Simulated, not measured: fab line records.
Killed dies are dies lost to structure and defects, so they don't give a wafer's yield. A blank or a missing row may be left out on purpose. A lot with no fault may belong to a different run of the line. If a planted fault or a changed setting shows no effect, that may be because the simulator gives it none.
Chamber matching | flow n5-finfet | N5_ILD0_CMP_07 on cmp-02 has 4 sister chambers
The step polishes SiO2 flowable, stops on poly-Si, t overpolish 1.18 s, target thk 138.88 nm. 8 wafers are shown with their chamber, then 9 later ones without.

== WAFERS, EACH WITH ITS CHAMBER ==
wafer  | chamber | motor-current-A (A)
L079.4 | 2       | 8.5
L082.1 | 1       | 11.2
L082.4 | 2       | 8.8
L085.1 | 3       | 13.6
L085.6 | 0       | 11.6
L086.2 | 3       | 13.0
L086.3 | 0       | 12.1
L086.4 | 1       | 10.8

== WAFERS WITH NO CHAMBER GIVEN ==
wafer  | motor-current-A (A)
L091.2 | 9.1
L091.4 | 10.9
L091.5 | 9.7
L094.2 | 13.4
L094.3 | 8.9
L094.4 | 11.1
L095.3 | 10.5
L095.4 | 9.4
L095.5 | 12.7

== EACH ONE'S CHAMBER ==
wafer  | from the rows above     | in truth
L091.2 | 2                       | 2
L091.4 | 1                       | 1
L091.5 | can't be placed: 2 or 1 | 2
L094.2 | 3                       | 3
L094.3 | 2                       | 2
L094.4 | can't be placed: 1 or 0 | 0
L095.3 | 1                       | 1
L095.4 | 2                       | 2
L095.5 | can't be placed: 3 or 0 | 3
Placed correctly: 6 of 9. Cannot be placed on the basis of these rows: 3; the candidates contain the true chamber in 3. Placed wrongly: 0.
How it was worked out, from the rows above alone: a wafer's distance from a chamber is the root of the sum, over the readings, of the square of ((its reading less the chamber's mean) divided by the reading's scatter). If the next closest chamber is less than 2 further off than the closest, the wafer can't be placed; otherwise it belongs to the closest. Each chamber's mean is taken over the wafers shown for it. The scatter: take each reading less its chamber's mean, square it, sum over the shown wafers, divide by the number of wafers less the number of chambers, and take the root.
